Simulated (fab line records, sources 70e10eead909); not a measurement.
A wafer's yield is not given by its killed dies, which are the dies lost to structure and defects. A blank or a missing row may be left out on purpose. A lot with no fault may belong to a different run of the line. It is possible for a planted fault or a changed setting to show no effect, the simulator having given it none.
Which tool did it?    flow nand harc    11 lots (33 wafers sampled), 1 step of a 1302-step route

== WHAT THE GAUGES SHOWED, per wafer ==
NHARC_A_CHANNEL_HOLE_D1_OVL_MEAS_11. Usual: overlay x nm 0.0 nm, standard deviation 0.59; overlay y nm -0.2 nm, standard deviation 0.68.
lot   measured      on          overlay x nm (nm)  overlay y nm (nm)  flag
L483  day 9 19:02   overlay-01  0.8 0.4 0.9        0.4 -0.5 0.0       
L482  day 9 20:16   overlay-02  -0.8 -0.8 -1.2     -0.4 -0.5 -0.7     
L484  day 10 06:02  overlay-01  -0.2 -0.4 0.1      0.1 0.3 0.7        
L485  day 10 16:17  overlay-01  0.3 0.4 0.4        1.3 1.3 1.3        
L488  day 12 01:51  overlay-01  0.0 0.1 -0.5       -0.4 0.0 -0.5      
L493  day 14 13:02  overlay-01  0.2 -0.2 -0.2      0.1 0.1 -0.4       
L496  day 15 07:55  overlay-02  -1.4 -0.8 -0.9     -0.5 0.0 -0.3      
L497  day 15 13:04  overlay-02  0.1 0.5 -0.7       -0.4 -0.5 -0.8     
L498  day 15 23:37  overlay-02  0.5 0.0 0.1        -0.1 -0.2 0.4      
L500  day 16 12:24  overlay-01  0.0 -0.1 -0.2      0.6 -0.3 0.1       
L499  day 16 15:50  overlay-01  -0.6 -0.4 -0.9     -1.3 -0.7 -0.8     

== EACH LOT AND THE TOOL THAT RAN IT (in order: tool; ch and the chambers of the sampled wafers; start) ==
Before these readings, the record contains no process step.

== WHAT THE TOOLS THEMSELVES READ (means of the sampled wafers that have a number; where no wafer has one, the mark that the record gives instead) ==
The record holds no such reading with a usual standard deviation.

== THE ANSWER, worked out from the rows above alone ==
Rule: take the mean of a lot's wafers that have a number; if it is more than 3 standard deviations from the usual mean, the lot is off. A lot without any number at a reading at which 4 lots or more have one is off too. Where the step has rows for the other lots, those lots are counted as sound. After the gauges, taken in route order, come the tools' own readings; for these a lot's mean is taken, as printed above. The first step at which some lot is off is used, and at that step the reading that is off furthest; a lot without a number counts as furthest.
None of the lots is off at any reading shown; this tells nothing.

== WHAT THE SIMULATOR HAD PUT IN ==
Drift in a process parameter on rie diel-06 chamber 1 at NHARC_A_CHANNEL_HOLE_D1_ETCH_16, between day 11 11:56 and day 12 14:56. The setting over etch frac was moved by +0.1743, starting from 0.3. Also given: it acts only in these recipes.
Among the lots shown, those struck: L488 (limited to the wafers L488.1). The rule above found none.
